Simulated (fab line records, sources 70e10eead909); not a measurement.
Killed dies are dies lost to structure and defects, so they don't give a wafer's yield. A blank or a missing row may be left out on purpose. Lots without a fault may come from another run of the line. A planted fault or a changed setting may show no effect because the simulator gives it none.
fab line records | flow nand_harc
record lots=6 wafers=18 last_day=24
route steps=1159 shown A_BONDPAD@1069 HYBRID_BOND@1094 THIN_TSV@1101 END@1159
lots that met no fault: from a run of the same line without faults
start_h: hours from the record's first day to the start of the lot's first wafer shown | wait_h: hours since the lot's step before | " the same as in the row above | L1.1+2: a row that stands for several wafers | - no value, or no start given | * or withheld: withheld | < > ~ a bound
route shown NAME@n: a module of which the file shows steps, and the number in the route of the first | usual: mean/standard deviation of fault-free wafers | same: alike in all rows | chamber/n: place in a boat | sites: the reading at each site | _std_site: their standard deviation | _edge_site: outer sites' mean less inner sites' | radius_mm: how far each site lies from the wafer's centre | mask NAME#n: copy n | behind: the tool/chamber that last shaped the wafer | hold: why the lot was held/for how many hours/how that ended | device: the transistor (n, p or np) that didn't switch | end of line: the same wafers' tests at the end of the route | a step without rows: its recipe alone | killed: dies lost to structure and defects at the first sort, not the wafer's yield | map: a wafer's dies, x killed, . not, _ none there
set.NAME: the setting as run; set.NAME@STEP: as run at that earlier step | model.NAME: the simulator's own value behind a step, which no gauge read
lots at some steps of the route; a table a step, a row a wafer
services: from which hour (start_h, from the record's first day; less than 0 if before it) a tool's chamber was out of use, for how many hours, and why
## steps
# step NHARC_A_BONDPAD_EXPOSE_06
# recipe na=0.55 dose_mj=36.99 mask_id=A_BPAD
# step NHARC_A_BONDPAD_PEB_07
# recipe peb_temp_c=128 peb_time_s=80
# step NHARC_A_BONDPAD_DEVELOP_08
# recipe time_s=50 dev_temp_c=22
# step NHARC_A_BONDPAD_CD_MEAS_09
# recipe target_cd_nm=500 landing_energy_ev=500
# usual cd_nm=499.9/1.4
# columns lot.wafer tool chamber start_h wait_h cd_nm
L560.2 cd_sem-01 0 409.74 - 497.2
L560.3 " 0 " " 499.1
L560.5 " 0 " " 500.4
L571.2 cd_sem-03 0 473.19 - 502.4
L571.3 " 0 " " 499.1
L571.4 " 0 " " 502.1
L570.1 cd_sem-02 0 474.78 - 500.1
L570.3 " 0 " " 500.0
L570.6 " 0 " " 501.8
L572.3 cd_sem-02 0 483.44 - 501.6
L572.5 " 0 " " 498.8
L572.6 " 0 " " 499.2
L576.2 cd_sem-02 0 493.42 - 500.9
L576.3 " 0 " " 499.8
L576.5 " 0 " " 499.4
L581.1 cd_sem-03 0 532.41 - 497.9
L581.4 " 0 " " 498.7
L581.6 " 0 " " 500.1
# step NHARC_A_BONDPAD_OVL_MEAS_35
# usual overlay_x_nm=-1/4.4 overlay_y_nm=1/5.8
# columns lot.wafer tool chamber start_h wait_h overlay_x_nm overlay_y_nm
L560.2 overlay-01 - 409.83 - 0 -10
L560.3 " - " " 1 -10
L560.5 " - " " 0 -10
L571.2 overlay-02 - 473.27 - 3 -2
L571.3 " - " " 3 -2
L571.4 " - " " 3 -2
L570.1 overlay-01 - 474.87 - -3 4
L570.3 " - " " -3 4
L570.6 " - " " -2 4
L572.3 overlay-02 - 483.52 - -2 -10
L572.5 " - " " -2 -10
L572.6 " - " " -2 -10
L576.2 overlay-01 - 493.53 - 3 10
L576.3 " - " " 3 10
L576.5 " - " " 3 10
L581.1 overlay-02 - 532.50 - -3 -2
L581.4 " - " " -4 -2
L581.6 " - " " -4 -2
# step NHARC_A_BONDPAD_HARDBAKE_10
# recipe temp_c=118 time_s=65
# step NHARC_A_BONDPAD_DESCUM_11
# recipe time_s=3 o2_flow_sccm=200 ar_flow_sccm=0 bias_power_w=0 chemistry=O2
# step NHARC_A_BONDPAD_ETCH_34
# recipe target_depth_a=600 overetch_a=180 time_s=65.91 ion_energy_ev=200 n2_flow_sccm=150 h2_flow_sccm=150 ar_flow_sccm=0 rf_w=400 bias_w=150 chemistry=N2/H2
# usual drypump_motor_current_A=5.9/0.4 mfc_ar_sccm=0.010/0.015 oes_product_au=1.001/0.0064 rf_vpp_V=431.1/1.9 showerhead_plenum_p_Torr=2.06/0.06 throttle_valve_pct=14.171/0.0087
# same time_s=65.91
# columns lot.wafer tool chamber start_h wait_h drypump_motor_current_A mfc_ar_sccm oes_product_au rf_hours_counter_h rf_vpp_V showerhead_plenum_p_Torr throttle_valve_pct
L560.2 rie_diel-12 2 410.05 0.1 6.4 0.036 0.997 0 429.7 2.04 14.171
L560.3 " 3 " " 5.5 0 0.990 0 430.9 2.04 14.177
L560.5 " 1 " " 5.6 0.003 0.994 - 431.0 2.05 14.168
L571.4 rie_diel-09 1 473.48 0.1 6.0 0.029 1.006 6 429.4 1.96 14.179
L571.3 " 2 " " 6.1 0 0.997 6 432.6 2.11 14.164
L571.2 " 3 " " 6.3 0 0.998 6 430.1 1.99 14.160
L570.3 rie_diel-12 1 475.09 0.1 5.6 0.003 1.014 3 431.4 2.04 14.168
L570.1 " 2 " " 6.4 0.036 1.008 3 431.0 2.04 14.178
L570.6 " 0 " " 6.3 0 0.998 - 433.1 2.17 14.163
L572.3 rie_diel-09 0 483.73 0.1 5.4 0 0.996 7 433.4 2.10 14.174
L572.5 " 0 " " 5.4 0 0.996 - 431.6 2.10 14.190
L572.6 " 1 " " 6.0 0.029 1.005 - 428.5 1.96 14.165
L576.3 rie_diel-12 1 493.74 0.1 5.6 0.003 0.992 4 430.2 2.04 14.168
L576.2 " 0 " " 6.3 0 0.999 4 433.7 2.17 14.170
L576.5 " 2 " " 6.4 0.036 1.006 - 430.0 2.04 14.162
L581.1 rie_diel-12 3 532.71 0.1 5.5 0 1.002 6 432.1 2.04 14.174
L581.4 " 0 " " 6.3 0 0.994 5 433.7 2.17 14.177
L581.6 " 0 " " 6.3 0 0.992 - 433.9 2.17 14.161
# step NHARC_A_BONDPAD_ETCH_12
# recipe target_depth_a=2200 time_s=110 chf3_flow_sccm=50 o2_flow_sccm=10 ar_flow_sccm=200 rf_w=500 bias_w=200 chemistry=CHF3/O2
# usual drypump_motor_current_A=5.9/0.39 mfc_ar_sccm=200.0/0.64 oes_product_au=0.950/0.024 rf_vpp_V=371.2/1.7 showerhead_plenum_p_Torr=2.43/0.068 throttle_valve_pct=20.571/0.01
# same time_s=110
# columns lot.wafer tool chamber start_h wait_h drypump_motor_current_A mfc_ar_sccm oes_product_au rf_hours_counter_h rf_vpp_V showerhead_plenum_p_Torr throttle_valve_pct
L560.2 rie_diel-12 2 - - 6.4 199.7 0.974 0 369.4 2.40 20.566
L560.3 " 3 " " 5.5 199.6 0.968 0 370.4 2.40 20.570
L560.5 " 0 " " 6.3 200.0 0.960 - 374.8 2.54 20.570
L571.3 rie_diel-09 0 - - 5.4 200.4 0.917 5 370.9 2.47 20.575
L571.2 " 1 " " 6.0 199.9 0.919 6 369.4 2.31 20.588
L571.4 " 2 " " 6.1 200.7 0.917 6 370.7 2.48 20.570
L570.1 rie_diel-12 3 - - 5.6 200.8 0.955 3 369.6 2.40 20.570
L570.3 " 2 " " 6.5 201.0 0.977 3 371.0 2.40 20.583
L570.6 " 3 " " 5.5 200.5 0.965 - 369.5 2.40 20.573
L572.3 rie_diel-09 0 - - 5.4 199.7 0.915 7 370.2 2.47 20.561
L572.5 " 0 " " 5.5 200.1 0.915 - 372.3 2.47 20.589
L572.6 " 1 " " 6.1 198.8 0.907 - 368.6 2.31 20.578
L576.3 rie_diel-12 2 - - 6.4 199.8 0.963 4 369.7 2.40 20.578
L576.2 " 3 " " 5.5 200.9 0.963 4 370.2 2.40 20.557
L576.5 " 2 " " 6.4 200.7 0.968 - 371.2 2.40 20.575
L581.1 rie_diel-12 2 - - 6.4 200.9 0.969 5 370.7 2.40 20.557
L581.4 " 3 " " 5.5 199.8 0.972 6 370.9 2.40 20.573
L581.6 " 1 " " 5.6 200.3 0.990 - 368.8 2.41 20.562
# step NHARC_A_BONDPAD_CD_MEAS_13
# usual cd_nm=499.6/1.5
# columns lot.wafer tool chamber start_h wait_h cd_nm
L560.2 cd_sem-03 - 410.27 - 498.0
L560.3 " - " " 499.8
L560.5 " - " " 500.7
L571.2 cd_sem-02 - 473.71 - 502.3
L571.3 " - " " 498.2
L571.4 " - " " 500.9
L570.1 cd_sem-01 - 475.31 - 500.0
L570.3 " - " " 500.9
L570.6 " - " " 502.1
L572.3 cd_sem-01 - 483.96 - 501.0
L572.5 " - " " 498.4
L572.6 " - " " 498.5
L576.2 cd_sem-03 - 493.98 - 500.6
L576.3 " - " " 499.8
L576.5 " - " " 500.2
L581.1 cd_sem-01 - 532.94 - 497.4
L581.4 " - " " 498.3
L581.6 " - " " 500.2
# step NHARC_A_BONDPAD_STRIP_15
# recipe o2_flow_sccm=500 ar_flow_sccm=0 bias_w=0 chemistry=O2
# step NHARC_A_BONDPAD_ETCH_24
# recipe target_depth_a=300 over_etch_frac=0.3 time_s=72.99 ion_energy_ev=150 cf4_flow_sccm=50 n2_flow_sccm=100 ar_flow_sccm=150 rf_w=300 bias_w=100 chemistry=CF4/N2
# step NHARC_A_BONDPAD_STRIP_16
# recipe time_s=600 temp_c=30 chemistry=post_etch_residue_remover
# same time_s=600
# columns lot.wafer tool chamber start_h wait_h
L560.2+5+3 wet_bench-10 5,7,2 410.62 -
L571.4+3+2 wet_bench-10 6,7,0 474.09 -
L570.1+6+3 wet_bench-10 0,3,4 475.66 -
L572.3+6+5 wet_bench-08 7,0,1 484.32 -
L576.3+5+2 wet_bench-08 2,4,6 494.33 -
L581.4+6+1 wet_bench-08 7,1,3 533.30 -
# step NHARC_A_BONDPAD_DEGAS_25
# recipe temp_c=300 time_s=60
# step NHARC_A_BONDPAD_PRE_CLEAN_26
# recipe time_s=30 temp_c=280 gas=H2/He
# step NHARC_A_BONDPAD_PVD_17
# recipe target_thk_a=50 bias_v=168.6 power_w=15000 chamber_pressure_pa=0.12 time_s=8.06 substrate_temp_c=50 material=TaN
# step NHARC_A_BONDPAD_PVD_27
# recipe target_thk_a=300 chamber_pressure_pa=5 power_w=5000 substrate_temp_c=30 time_s=20.49 material=Cu
# usual throttle_valve_pct=30.0/1.2
# same time_s=20.49
# columns lot.wafer tool chamber start_h wait_h throttle_valve_pct
L560.3 pvd_sputter-02 - - - 28.7
L560.2 " - " " 27.9
L560.5 " - " " 28.6
L571.4 pvd_sputter-01 - - - 30.6
L571.2 " - " " 30.6
L571.3 " - " " 30.4
L570.3 pvd_sputter-01 - - - 30.8
L570.1 " - " " 27.6
L570.6 " - " " 30.5
L572.3 pvd_sputter-01 - - - 30.6
L572.5 " - " " 30.5
L572.6 " - " " 30.5
L576.3 pvd_sputter-03 - - - 30.7
L576.2 " - " " 30.5
L576.5 " - " " 31.4
L581.1 pvd_sputter-01 - - - 31.0
L581.4 " - " " 30.4
L581.6 " - " " 30.9
# step NHARC_A_BONDPAD_ECD_18
# recipe target_thk_a=4000 bath_temp_c=25 material=Cu
# step NHARC_A_BONDPAD_ANNEAL_28
# recipe temp_c=225 time_s=90
# usual wafer_temp_C_max=226.0/0.41
# same time_s=90
# columns lot.wafer tool chamber start_h wait_h wafer_temp_C_max
L560.2 rtp_anneal-01 0 411.82 0.5 225.8
L560.3 " 0 " " 226.3
L560.5 " 0 " " 225.5
L571.2 rtp_anneal-01 0 475.67 0.7 225.8
L571.3 " 0 " " 226.1
L571.4 " 0 " " 225.9
L570.1 rtp_anneal-01 0 476.67 0.3 225.7
L570.3 " 0 " " 226.0
L570.6 " 0 " " 226.0
L572.3 rtp_anneal-01 0 485.42 - 225.5
L572.5 " 0 " " 225.4
L572.6 " 0 " " 225.7
L576.2 rtp_anneal-01 0 495.39 - 225.6
L576.3 " 0 " " 225.9
L576.5 " 0 " " 225.4
L581.1 rtp_anneal-01 0 534.30 0.3 225.7
L581.4 " 0 " " 225.6
L581.6 " 0 " " 225.6
# step NHARC_A_BONDPAD_CMP_19
# recipe t_overpolish_s=30 cu_recess_touch_s=16 target_thk_nm=169.8
# step NHARC_A_BONDPAD_THK_MEAS_20
# recipe thk_meas_gauge=xrf
# usual thk_nm=170.0/1.5
# columns lot.wafer tool chamber start_h wait_h thk_nm
L560.2 film_metro-01 - 412.44 - 171.8
L560.3 " - " " 171.0
L560.5 " - " " 171.7
L571.2 film_metro-02 - 476.29 - 171.3
L571.3 " - " " 169.6
L571.4 " - " " 168.8
L570.1 film_metro-01 - 477.36 - 168.2
L570.3 " - " " 170.8
L570.6 " - " " 171.5
L572.3 film_metro-01 - 485.98 - 171.5
L572.5 " - " " 171.0
L572.6 " - " " 170.9
L576.2 film_metro-01 - 496.04 - 169.0
L576.3 " - " " 168.0
L576.5 " - " " 168.0
L581.1 film_metro-02 - 534.97 - 167.7
L581.4 " - " " 166.8
L581.6 " - " " 171.2
# step NHARC_A_BONDPAD_SRD_21
# recipe time_s=30 temp_c=23 dry_time_s=20 spin_rpm=1500
# step NHARC_HYBRID_BOND_ACTIVATE_00
# recipe time_s=60 n2_flow_sccm=200 ar_flow_sccm=0 bias_power_w=0 chemistry=N2
# usual drypump_motor_current_A=5.6/0.52 mfc_ar_sccm=0.011/0.011 oes_product_au=1.002/0.0081 rf_vpp_V=64.4/0.94 showerhead_plenum_p_Torr=1.83/0.073
# same time_s=60
# columns lot.wafer tool chamber start_h wait_h drypump_motor_current_A mfc_ar_sccm oes_product_au rf_hours_counter_h rf_vpp_V showerhead_plenum_p_Torr
L560.2 rie_diel-02 2 412.86 0.2 6.3 0.040 0.991 24 63.6 1.78
L560.3 " 3 " " 5.4 0 1.006 25 65.9 1.91
L560.5 " 1 " " 5.2 0.015 0.982 - 63.7 1.81
L571.4 rie_diel-13 2 476.57 0.1 6.5 0.012 0.993 2 65.5 1.87
L571.3 " 3 " " 5.1 0 1.014 2 63.8 1.71
L571.2 " 1 " " 5.5 0 1.000 2 65.5 1.88
L570.1 rie_diel-13 1 477.64 0.1 5.5 0 1.002 2 64.8 1.88
L570.3 " 2 " " 6.5 0.012 0.987 3 64.0 1.87
L570.6 " 1 " " 5.5 0 1.006 - 66.2 1.88
L572.3 rie_diel-02 0 486.29 0.1 5.7 0.021 1.007 46 65.6 1.88
L572.6 " 1 " " 5.3 0.015 1.005 - 65.7 1.80
L572.5 " 2 " " 6.3 0.040 0.994 - 64.2 1.77
L576.3 rie_diel-13 2 496.32 0.1 6.5 0.012 0.990 4 63.6 1.87
L576.2 " 3 " " 5.1 0 1.015 3 63.9 1.71
L576.5 " 1 " " 5.5 0 0.998 - 65.4 1.88
L581.1 rie_diel-07 3 535.25 0.1 5.8 0.018 0.994 48 63.7 1.63
L581.4 " 0 " " 4.8 0.021 1.005 47 65.8 1.89
L581.6 " 3 " " 5.8 0.018 0.987 - 63.2 1.63
# step NHARC_HYBRID_BOND_PRECLEAN_01
# recipe time_s=300 temp_c=23 chemistry=DIW
# step NHARC_HYBRID_BOND_SRD_02
# recipe time_s=30 temp_c=23 dry_time_s=20 spin_rpm=1500
# step NHARC_HYBRID_BOND_BOND_03
# recipe temp_c=25
# step NHARC_HYBRID_BOND_ANNEAL_04
# recipe temp_c=300 time_s=7200 ramp_up_c_per_min=5 ramp_down_c_per_min=3 idle_temp_c=100 pressure_atm=1
# step NHARC_HYBRID_BOND_OVL_MEAS_05
# usual overlay_x_nm=-1/36 overlay_y_nm=-5/31
# columns lot.wafer tool chamber start_h wait_h overlay_x_nm overlay_y_nm
L560.2 overlay-01 - 422.48 0.4 17 42
L560.3 " - " " 17 -15
L560.5 " - " " 30 -58
L571.2 overlay-02 - 486.94 0.4 -5 -59
L571.3 " - " " -8 -19
L571.4 " - " " 76 1
L570.1 overlay-01 - 486.94 0.4 -18 28
L570.3 " - " " 42 -26
L570.6 " - " " 34 -16
L572.3 overlay-02 - 499.37 0.4 -27 -15
L572.5 " - " " 3 14
L572.6 " - " " 41 -12
L576.2 overlay-02 - 506.02 0.4 38 23
L576.3 " - " " 20 7
L576.5 " - " " -15 -3
L581.1 overlay-02 - 544.87 0.4 -28 -31
L581.4 " - " " 10 -29
L581.6 " - " " 28 -30
# step NHARC_THIN_TSV_GRIND_00
# recipe target_thk_um=6
# step NHARC_THIN_TSV_CMP_01
# recipe target_thk_um=3
# step NHARC_THIN_TSV_THK_MEAS_02
# recipe thk_meas_gauge=ir
# usual thk_nm=3004/240
# columns lot.wafer tool chamber start_h wait_h thk_nm
L560.2 film_metro-02 - 424.20 0.2 2857
L560.3 " - " " 3050
L560.5 " - " " 2902
L571.2 film_metro-02 - 488.65 - 2771
L571.3 " - " " 2508
L571.4 " - " " 2694
L570.1 film_metro-01 - 489.83 0.2 2767
L570.3 " - " " 2967
L570.6 " - " " 2886
L572.3 film_metro-01 - 501.05 0.2 2944
L572.5 " - " " 2969
L572.6 " - " " 2667
L576.2 film_metro-01 - 507.71 - 2933
L576.3 " - " " 3111
L576.5 " - " " 2988
L581.1 film_metro-02 - 549.90 - 2891
L581.4 " - " " 2754
L581.6 " - " " 3103
# step NHARC_THIN_TSV_SRD_03
# step NHARC_THIN_TSV_PRECLEAN_41
# recipe time_s=* temp_c=50 bath_age_min=0 chemistry=SC1
# step NHARC_THIN_TSV_SRD_42
# step NHARC_THIN_TSV_DEP_43
# recipe target_thk_a=13285 temp_c=withheld pressure_torr=6.5 rf_w=900 teos_flow_sccm=161.4 flow_sccm=2650 target_thk_nm=1328.5 gas=O2 material=SiO2
# step NHARC_THIN_TSV_DEHYDRATE_04
# recipe temp_c=150 time_s=120
# step NHARC_THIN_TSV_HMDS_05
# recipe time_s=30
# step NHARC_THIN_TSV_COAT_06
# recipe spin_rpm=*
# step NHARC_END_SORT_01
# recipe temp_c=25
# usual defect_limited_yield=95.7/1.5 killed_at_array=26/9.9 killed_at_other=0.8/1 killed_at_periphery=2.8/2.2 killed_dies=29/9.9 killed_open=3.2/1.8 killed_short=2.1/1.4 sort_bin_2_pct=1.3/0.54 sort_bin_3_pct=0.23/0.2 sort_bin_4_pct=2.8/1 sort_n_pass=648/9.9 sort_rim_yield_pct=95/3.5 sort_yield_pct=95.7/1.5
# same gross_dies=677 sort_bin_5_pct[%]=0 sort_bin_6_pct[%]=0 sort_bin_7_pct[%]=0 sort_bin_8_pct[%]=0 sort_rim_n_gross=106.00
# columns lot.wafer tool chamber start_h wait_h defect_limited_yield[%] killed_at_array killed_at_other killed_at_periphery killed_dies killed_open killed_short sort_bin_2_pct[%] sort_bin_3_pct[%] sort_bin_4_pct[%] sort_n_pass sort_rim_yield_pct[%] sort_yield_pct[%]
L560.2 prober-02 0 441.71 2.8 95.4 26 0 5 31 4 4 1.2 0.15 3.2 646 94 95.4
L560.3 prober-02 0 442.52 3.1 95.6 26 0 4 30 2 1 1.5 0 3.0 647 91 95.6
L560.5 prober-02 0 444.13 3.7 96.8 19 0 3 22 1 1 1.2 0 2.1 655 93 96.8
L570.1 prober-01 0 504.34 2.5 85.2 98 1 1 100 1 3 5.0 6.20 3.5 577 87 85.2
L570.3 prober-01 0 505.93 3.1 82.3 117 0 3 120 2 2 6.9 5.61 5.2 557 100 82.3
L570.6 prober-01 0 508.32 4.0 91.9 53 0 2 55 4 3 3.1 1.92 3.1 622 82 91.9
L571.2 prober-02 0 505.25 2.8 83.2 110 1 3 114 4 3 5.8 6.20 4.9 563 80 83.2
L571.3 prober-02 0 506.05 3.1 87.6 84 0 0 84 3 0 4.9 4.14 3.4 593 81 87.6
L571.4 prober-02 0 506.85 3.4 82.4 118 0 1 119 1 1 7.1 6.50 4.0 558 79 82.4
L576.2 prober-01 0 528.51 2.8 95.9 25 0 3 28 2 2 0.6 0.44 3.1 649 94 95.9
L576.3 prober-01 0 529.31 3.1 94.5 32 0 5 37 5 1 0.9 0.15 4.4 640 92 94.5
L576.5 prober-01 0 530.90 3.7 94.4 35 0 3 38 4 2 1.8 0.30 3.5 639 88 94.4
# killed by level:class
L560.2 A_CHANNEL_HOLE_D1:chamber_film_flake=7 A_SLIT:chamber_film_flake=6 P_M1:chamber_film_flake=4 A_CHANNEL_FILL_D1:geometric_particle:open=3 A_ONON_D1:geometric_particle:short=2 A_CHANNEL_HOLE_D1:geometric_particle:short=2 A_STAIRCASE:chamber_film_flake=2 A_WL_FILL:chamber_film_flake=2
L560.3 A_CHANNEL_HOLE_D1:chamber_film_flake=12 A_SLIT:chamber_film_flake=6 A_CONTACT:chamber_film_flake=4 P_M1:chamber_film_flake=3 A_STAIRCASE:chamber_film_flake=2 P_M0:geometric_particle:open=1 A_WL_FILL:geometric_particle:open=1 A_M0:geometric_particle:short=1
L560.5 A_SLIT:chamber_film_flake=8 A_CHANNEL_HOLE_D1:chamber_film_flake=4 A_STAIRCASE:chamber_film_flake=3 P_M1:chamber_film_flake=2 A_ZERO_WELL:chamber_film_flake=2 P_CONTACT:geometric_particle:open=1 A_CHANNEL_FILL_D1:geometric_particle:short=1 A_CHANNEL_FILL_D1:chamber_film_flake=1
L570.1 A_BONDPAD:unspecified=81 A_CHANNEL_HOLE_D1:chamber_film_flake=7 A_STAIRCASE:chamber_film_flake=4 A_CONTACT:chamber_film_flake=2 P_CONTACT:geometric_particle:short=1 A_CHANNEL_FILL_D1:geometric_particle:short=1 A_WL_FILL:geometric_particle:short=1 A_CONTACT:geometric_particle:open=1
L571.2 A_BONDPAD:unspecified=80 A_CHANNEL_HOLE_D1:chamber_film_flake=10 A_SLIT:chamber_film_flake=7 A_WL_FILL:chamber_film_flake=4 P_ZERO_WELL:chamber_film_flake=2 A_STAIRCASE:chamber_film_flake=2 A_ONON_D1:geometric_particle:short=1 A_WL_FILL:geometric_particle:short=1
L570.3 A_BONDPAD:unspecified=108 A_CHANNEL_HOLE_D1:chamber_film_flake=4 A_CONTACT:chamber_film_flake=2 P_GATE:geometric_particle:open=1 P_CONTACT:geometric_particle:open=1 P_M1:geometric_particle:short=1 A_ONON_D1:geometric_particle:short=1 A_ZERO_WELL:chamber_film_flake=1
L571.3 A_BONDPAD:unspecified=56 A_SLIT:chamber_film_flake=13 A_CHANNEL_HOLE_D1:chamber_film_flake=6 A_STAIRCASE:chamber_film_flake=2 A_CONTACT:chamber_film_flake=2 A_STAIRCASE:geometric_particle:open=1 A_CONTACT:geometric_particle:open=1 A_BLC:geometric_particle:open=1
L571.4 A_BONDPAD:unspecified=90 A_CHANNEL_HOLE_D1:chamber_film_flake=13 A_SLIT:chamber_film_flake=5 A_CONTACT:chamber_film_flake=3 A_ZERO_WELL:chamber_film_flake=2 A_STAIRCASE:chamber_film_flake=2 A_CHANNEL_FILL_D1:geometric_particle:open=1 A_SGD_CUT:geometric_particle:short=1
L570.6 A_BONDPAD:unspecified=37 A_CHANNEL_HOLE_D1:chamber_film_flake=4 A_CONTACT:chamber_film_flake=4 A_STAIRCASE:chamber_film_flake=3 P_CONTACT:geometric_particle:short=1 P_CONTACT:geometric_particle:open=1 A_CHANNEL_HOLE_D1:geometric_particle:short=1 A_CHANNEL_FILL_D1:geometric_particle:short=1
L576.2 A_CHANNEL_HOLE_D1:chamber_film_flake=13 A_STAIRCASE:chamber_film_flake=5 A_CONTACT:chamber_film_flake=3 P_M2:chamber_film_flake=2 P_CONTACT:geometric_particle:open=1 A_SOURCE_PLATE:geometric_particle:short=1 A_CHANNEL_HOLE_D1:geometric_particle:short=1 A_CONTACT:geometric_particle:open=1
L576.3 A_CHANNEL_HOLE_D1:chamber_film_flake=15 A_STAIRCASE:chamber_film_flake=10 A_CONTACT:geometric_particle:open=2 P_M2:chamber_film_flake=2 A_WL_FILL:chamber_film_flake=2 P_GATE:geometric_particle:open=1 P_CONTACT:geometric_particle:open=1 A_STAIRCASE:geometric_particle:short=1
L576.5 A_CHANNEL_HOLE_D1:chamber_film_flake=16 A_STAIRCASE:chamber_film_flake=9 A_WL_FILL:geometric_particle:open=2 P_STI:chamber_film_flake=2 A_CONTACT:chamber_film_flake=2 P_M1:geometric_particle:open=1 A_SOURCE_PLATE:geometric_particle:short=1 A_STAIRCASE:geometric_particle:short=1
# map L570.3 (x killed, . not)
____________.____________
_________......._________
_______..........._______
______.............______
_____..............._____
____.................____
____.................____
___...................___
___.....x.....x.......___
__.....................__
__...............x.....__
_.......x......xx.x....._
_...x.........xxxx..x..._
_.........xx..xxxxxxxx.._
_...........xxxxxxxx...._
_...........xxxxxxxxx..._
.....x..x....xxxxxxxx..x.
...........x.xxxxxxxx....
............xxxxxxxxxx...
....x.......xxxxxxxxxx...
............xxxxxxxxxx...
_............xxxxxxx...._
_...........xxxxxxxx...._
_.............xxxxxxx..._
_..............xxx......_
_.....x.......x........._
__................x....__
__.....................__
___...................___
___...............x...___
____.................____
____.................____
_____..............._____
______.............______
_______..........._______
_________......._________
____________.____________
# map L571.4 (x killed, . not)
____________.____________
_________......._________
_______..........._______
______xx...x.......______
_____xx.x..........._____
____xxx..............____
____...............x.____
___.x.................___
___...x.............x.___
__..x.xx...............__
__.....................__
_......................._
_......................._
_......................._
_...........x..........._
_......................._
.........................
.........................
..x......................
.........................
.........................
_...x.........x........._
_....x.....x............_
_...x..................._
_.............xxx.x....._
_.............xxxx......_
__...x.......xxxxxx....__
__....x.....xxxxxxxx...__
___........xxxxxxxxx..___
___.x......xxxxxxxxxx.___
____..x...xxxxxxxxxxx____
____.......xxxxxxxxxx____
_____x....xxxxxxxxxx_____
______x....xxxxxxxx______
_______.x...xxxxxx_______
_________....xxx_________
____________.____________
## services
# columns tool chamber start_h hours kind
pvd_sputter-03 - 388.46 0.5 repair
wet_bench-08 - 388.91 3.2 repair
pvd_sputter-03 - 391.83 12.8 repair
pvd_sputter-02 - 392.00 10.0 pm
rie_diel-07 - 406.41 9.0 pm
rie_diel-13 - 406.54 0.9 repair
wet_bench-08 - 408.36 8.0 pm
rie_diel-13 0 409.01 2.5 repair
rie_diel-13 - 410.37 3.6 repair
rie_diel-09 1 412.88 7.5 repair
rie_diel-13 3 415.71 10.0 repair
wet_bench-10 - 423.24 8.0 pm
rie_diel-02 0 429.35 9.5 repair
rie_diel-09 - 431.13 9.0 pm
pvd_sputter-01 - 435.69 2.1 repair
rie_diel-13 - 453.00 9.0 pm
rie_diel-02 2 460.66 16.7 repair
rie_diel-09 2 479.59 2.0 repair
pvd_sputter-01 - 498.02 3.1 repair
rie_diel-02 - 504.77 9.0 pm
rie_diel-09 2 508.61 36.4 repair
rie_diel-02 2 513.93 11.0 repair
pvd_sputter-01 - 518.10 10.0 pm
rie_diel-02 1 533.97 9.1 repair
## key
first_sign step=NHARC_END_SORT_01 reading=killed_at_array direction=up sigmas=7.2 usual=26 struck=97
effect step=NHARC_END_SORT_01 reading=killed_dies direction=up sigmas=7 usual=29 struck=99
more_kills_born_at NHARC_A_BONDPAD_STRIP_16@wet_bench-10=452
met_at NHARC_A_BONDPAD_STRIP_16
struck_wafers L570.1,L570.3,L570.6,L571.2,L571.3,L571.4
onset_between 410.62 474.09
fault kind=chamber_particle_source tool=wet_bench-10 chamber=- onset_h=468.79 steps=NHARC_A_BONDPAD_STRIP_16 rate_per_visit_cm2=2.1009 end_h=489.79
